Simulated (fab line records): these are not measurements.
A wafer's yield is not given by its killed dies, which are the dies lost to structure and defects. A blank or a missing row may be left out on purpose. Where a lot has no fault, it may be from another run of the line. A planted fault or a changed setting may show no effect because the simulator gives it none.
One fault seen from 3 desks | flow nand_harc | only its own numbers are on each desk; what lay behind them is given at the end

METROLOGY DESK
Means of the sampled wafers that have a number, per lot and without regard to the tool the lot ran on: this is what the gauges read. A lot is out of limits, marked OUT, if its mean lies more than 4 standard deviations from the usual mean; the brackets give that distance.
Columns: A = cd_nm at NHARC_P_M0_CD_MEAS_16, usual 90.1 nm
lot  | first seen here | A
L132 | day 6 14:14     | 90.8
L131 | day 6 17:04     | 90.6
L137 | day 8 00:54     | 91.2
L143 | day 9 15:15     | 90.1
L147 | day 10 02:58    | 90.3
This desk's verdict: no lot among the 5 shows anything out of limits.

FOR THE TOOL OWNER'S DESK: cmp-04
The tool's own readings at NHARC_P_M0_CMP_23 (polishes, t overpolish 20 s, target thk 117.53 nm): means of the sampled wafers that have a number, for each lot that ran on this tool. A lot is out of limits, marked OUT, if its mean lies more than 4 standard deviations from the usual mean; the brackets give that distance.
Columns: A = motor_current_A at NHARC_P_M0_CMP_23, usual 12.1 A; B = slurry_flow_ml_min at NHARC_P_M0_CMP_23, usual 150.0; C = time_to_endpoint_s at NHARC_P_M0_CMP_23, usual 28.7 s
lot  | first seen here | A    | B     | C
L132 | day 6 15:59     | 12.3 | 150.1 | 29.4
L137 | day 8 02:42     | 11.8 | 150.0 | 30.5
This desk's verdict: no lot among the 2 shows anything out of limits.

THE DEFECT DESK
Lot by lot, what the route's inspections counted, given as the mean of those sampled wafers with a number. A lot is out of limits, marked OUT, if its mean lies more than 4 standard deviations from the usual mean; the brackets give that distance.
Columns: A = raw_defect_count at NHARC_P_M0_INSPECT_27, usual 294
lot  | first seen here | A
L132 | day 6 16:26     | 197
L131 | day 6 19:14     | 300
L137 | day 8 03:05     | 1056 (+6.4) OUT
L143 | day 9 17:39     | 367
L147 | day 10 05:10    | 223
This desk's verdict: out of limits on L137, starting with L137 at day 8 03:05 (raw_defect_count at NHARC_P_M0_INSPECT_27). Within limits: L132, L131, L143, L147.

PUT TOGETHER
The defect desk could have raised an alarm at day 8 03:05, on L137.
The metrology desk saw nothing out of limits.
The desk of the tool owner found nothing out of limits.
The metrology desk has L137 on record, within its limits.
On record at the tool owner's desk: L137, within its limits.
All the named lots went through NHARC_P_M0_CMP_23 on cmp-04.

WHAT HAD BEEN PUT IN BY THE SIMULATOR
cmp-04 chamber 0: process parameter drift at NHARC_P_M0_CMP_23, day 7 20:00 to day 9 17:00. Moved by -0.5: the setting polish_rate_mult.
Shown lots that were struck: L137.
Hours from the fault's start to each desk's first reading out of limits: the defect desk, 7.
